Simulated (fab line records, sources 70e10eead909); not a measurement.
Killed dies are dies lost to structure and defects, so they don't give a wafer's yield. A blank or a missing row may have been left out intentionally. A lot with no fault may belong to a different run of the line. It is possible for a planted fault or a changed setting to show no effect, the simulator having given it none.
Chamber matching | flow nand harc | 4 sister chambers for NHARC_P_CONTACT_CMP_01 on cmp-02
The step polishes SiO2, target thk 200 nm. 30 wafers are shown with their chamber, then 12 later ones without.

## WAFERS, EACH WITH ITS CHAMBER
wafer  | chamber | motor current A (A) | slurry filter dp kPa (kPa)
L077.1 | 2       | 11.5                | 13.58
L077.2 | 0       | 11.6                | 13.25
L077.5 | 1       | 12.9                | 13.61
L077.3 | 3       | 13.1                | 13.68
L077.4 | 1       | 12.3                | 13.39
L077.6 | 0       | 12.0                | 13.64
L079.1 | 0       | 11.2                | 13.65
L079.5 | 2       | 11.2                | 13.18
L079.6 | 1       | 12.8                | 13.41
L081.2 | 1       | 11.9                | 13.47
L081.3 | 3       | 12.2                | 13.38
L081.6 | 0       | 11.1                | 13.51
L080.3 | 0       | 11.3                | 13.47
L080.4 | 3       | 12.9                | 13.28
L080.6 | 0       | 11.3                | 13.46
L082.1 | 2       | 11.0                | 13.62
L082.2 | 3       | 11.5                | 13.76
L082.6 | 0       | 11.5                | 13.37
L083.1 | 2       | 11.5                | 13.50
L083.2 | 3       | 11.8                | 13.59
L083.6 | 3       | 12.4                | 13.46
L084.3 | 1       | 13.0                | 13.64
L084.4 | 0       | 11.0                | 13.22
L084.5 | 1       | 12.4                | 13.46
L084.1 | 2       | 10.9                | 13.62
L084.2 | 3       | 12.6                | 13.70
L084.6 | 0       | 11.2                | 13.52
L087.1 | 2       | 10.9                | 13.45
L087.3 | 0       | 11.5                | 13.61
L087.4 | 3       | 12.4                | 13.26

SIGNATURES (means of the wafers above)
reading              | chamber 0 | chamber 1 | chamber 2 | chamber 3 | scatter within a chamber
motor current A      | 11.370    | 12.550    | 11.167    | 12.363    | 0.394
slurry filter dp kPa | 13.4700   | 13.4967   | 13.4917   | 13.5137   | 0.16
Rule: distance of a wafer from a chamber = root of the sum over the readings of ((wafer's reading minus chamber's mean) / reading's scatter) squared. The wafer belongs to the nearest chamber; if the next one is less than 2 further off, it can't be placed. The scatter is the square root of a quotient: the sum, over the shown wafers, of each reading's squared deviation from its chamber's mean, divided by wafers minus chambers.

## WAFERS WITHOUT THEIR CHAMBER
wafer  | motor current A (A) | slurry filter dp kPa (kPa)
L089.1 | 13.2                | 13.72
L089.3 | 11.8                | 13.59
L089.4 | 11.3                | 13.52
L089.2 | 10.8                | 13.47
L089.5 | 12.9                | 13.57
L089.6 | 11.1                | 13.33
L090.1 | 11.8                | 13.68
L090.3 | 12.5                | 13.38
L090.4 | 11.4                | 13.44
L092.1 | 11.4                | 13.61
L092.2 | 12.2                | 13.46
L092.5 | 13.1                | 13.45

## WHICH CHAMBER EACH WENT THROUGH
wafer  | from the rows above               | in truth
L089.1 | can't be placed: 1 or 3           | 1
L089.3 | can't be placed: 0 or 3 or 2 or 1 | 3
L089.4 | can't be placed: 0 or 2           | 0
L089.2 | can't be placed: 2 or 0           | 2
L089.5 | can't be placed: 1 or 3           | 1
L089.6 | can't be placed: 2 or 0           | 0
L090.1 | can't be placed: 0 or 3 or 2 or 1 | 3
L090.3 | can't be placed: 1 or 3           | 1
L090.4 | can't be placed: 0 or 2           | 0
L092.1 | can't be placed: 0 or 2 or 3      | 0
L092.2 | can't be placed: 3 or 1 or 0      | 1
L092.5 | can't be placed: 1 or 3           | 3
Correctly placed: 0 of 12. Cannot be placed on the basis of these rows: 12; the candidates contain the true chamber in 12. Placed wrongly: 0.
